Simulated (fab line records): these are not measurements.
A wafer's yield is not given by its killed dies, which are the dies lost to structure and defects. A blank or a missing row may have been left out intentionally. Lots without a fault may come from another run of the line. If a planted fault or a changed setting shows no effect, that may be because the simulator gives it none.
Matching of chambers	flow n5-finfet	N5_BEOL_M3_VIA_ETCH_34 on rie-diel-01 has 4 sister chambers
The step etches the open film in C4F6/O2, target depth 69.4 nm, time 65.9 s. 8 wafers are shown with their chamber, then 7 later ones without.

WAFERS, EACH WITH ITS CHAMBER
wafer	chamber	showerhead-plenum-p-Torr (Torr)	drypump-motor-current-A (A)
L085.2	2	2.79	6.6
L085.6	0	3.00	5.8
L090.4	0	3.00	5.9
L090.5	1	2.91	4.7
L091.4	2	2.79	6.6
L091.6	3	2.74	6.2
L094.1	1	2.91	4.7
L094.3	3	2.73	6.2

WAFERS WITHOUT THEIR CHAMBER
wafer	showerhead-plenum-p-Torr (Torr)	drypump-motor-current-A (A)
L094.4	2.99	5.8
L095.2	2.79	6.6
L095.3	2.99	5.9
L095.4	2.79	6.6
L096.3	2.99	5.9
L096.4	2.79	6.6
L096.5	2.99	5.9

EACH ONE'S CHAMBER
wafer	from the rows above	in truth
L094.4	0	0
L095.2	2	2
L095.3	0	0
L095.4	2	2
L096.3	0	0
L096.4	2	2
L096.5	0	0
7 of 7 placed correctly. Number that these rows cannot place: 0. Number placed wrongly: 0.
How it was worked out, from the rows above alone: a wafer's distance from a chamber is the root of the sum, over the readings, of the square of ((its reading less the chamber's mean) divided by the reading's scatter). The wafer belongs to the nearest chamber; if the next one is less than 2 further off, it can't be placed. The mean given for a chamber averages the wafers shown for that chamber. The scatter: take each reading less its chamber's mean, square it, sum over the shown wafers, divide by the number of wafers less the number of chambers, and take the root.
